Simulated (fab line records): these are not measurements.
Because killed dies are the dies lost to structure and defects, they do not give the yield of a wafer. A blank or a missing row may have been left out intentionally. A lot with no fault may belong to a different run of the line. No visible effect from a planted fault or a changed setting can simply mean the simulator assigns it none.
8D (eight disciplines) problem report, filled in by code / flow n5 finfet / the parts of the form that need people (team, actions taken, sign-off) are left out

1. THE ISSUE
Wafers without a fault read 203.6 s, standard deviation 0.37; run length s at N5_BEOL_M10_ETCH_66 reads a mean of 195.6 s on 2 wafers belonging to 2 lots. Measured from the usual mean, that is -22 standard deviations.
The step: etches SOC in N2/H2, target depth 120 nm, overetch 24 nm, time 180 s.
First seen on wafer L648.4, day 14 23:17, on rie diel-02. The record has a number at this step for 17 wafers belonging to 6 lots. Rule for "out", or "out of limits": more than 4 standard deviations from the usual mean. The other wafers with a number count as sound.

2. WHAT IT IS AND WHAT IT IS NOT
question=which readings at this step | is=run length s | is not=drypump motor current A, n2 flow sccm, oes product au, rf vpp V, showerhead plenum p Torr, throttle valve pct
question=which lots | is=L648, L649 | is not=L636, L640, L656, L657
question=which wafers of those lots | is=L648.4, L649.5 | is not=L648.1, L648.6, L649.2
question=read on which tools | is=rie diel-02 | is not=rie diel-03, rie diel-05
question=when | is=from day 14 23:17 | is not=up to then (8 sound wafers); but 7 sound wafers of L649, L656, L657 came after

3. WHAT RULES OUT EACH SUSPECT
Counting: any tool at a process step up to the reading remains a suspect provided it ran every lot that is out. Sound lots after the first of them don't rule it out here, since some wafers of a struck lot are sound.
- rie diel-02 at N5_BEOL_M10_DESCUM_33 (chemistry O2, time 7.9 s): kept. Ran every lot that is out, first one L648 (day 14 23:12); last sound lot up to then L636 (day 12 12:48).
- rie diel-02 at N5_BEOL_M10_ETCH_65 (etches SiARC in CF4, target depth 39 nm, time 65 s): kept. Ran every lot that is out, first one L648 (day 14 23:14); last sound lot up to then L636 (day 12 12:50).
- rie diel-02 at N5_BEOL_M10_ETCH_66 (etches SOC in N2/H2, target depth 120 nm, overetch 24 nm, time 180 s): kept. Ran every lot that is out, first one L648 (day 14 23:17); last sound lot up to then L636 (day 12 12:53). Out on those wafers are its own readings of run length s.
The count leaves rie diel-02 at N5_BEOL_M10_DESCUM_33, rie diel-02 at N5_BEOL_M10_ETCH_65, and rie diel-02 at N5_BEOL_M10_ETCH_66.

4. THE CAUSE (what the simulator had put in)
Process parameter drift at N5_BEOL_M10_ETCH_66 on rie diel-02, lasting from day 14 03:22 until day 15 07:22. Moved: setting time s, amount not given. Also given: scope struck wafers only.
Of the 3 suspects that counting leaves, this tool is one.

5. THE CHAIN OF EFFECTS, in route order
Each row: a reading whose mean over the struck wafers that have a number lies more than 3 standard deviations from the usual. Scope: only readings with a usual standard deviation given in the record; hours: median across lots of the time from each lot's start at the first step in this table that gives one to its start at this step; sigmas: change in usual standard deviations.
hours=0; step=N5_BEOL_M10_ETCH_66; reading=run length s; usual=203.6 s; on struck wafers=195.6; change=-8.0; sigmas=-22
It contains these process steps:
- N5_BEOL_M10_ETCH_66: etches SOC in N2/H2, target depth 120 nm, overetch 24 nm, time 180 s.

6. HOW IT WOULD HAVE BEEN CAUGHT EARLIER
In this record the first reading out of limits was taken at day 14 23:17, 20 hours after the fault began at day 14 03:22.
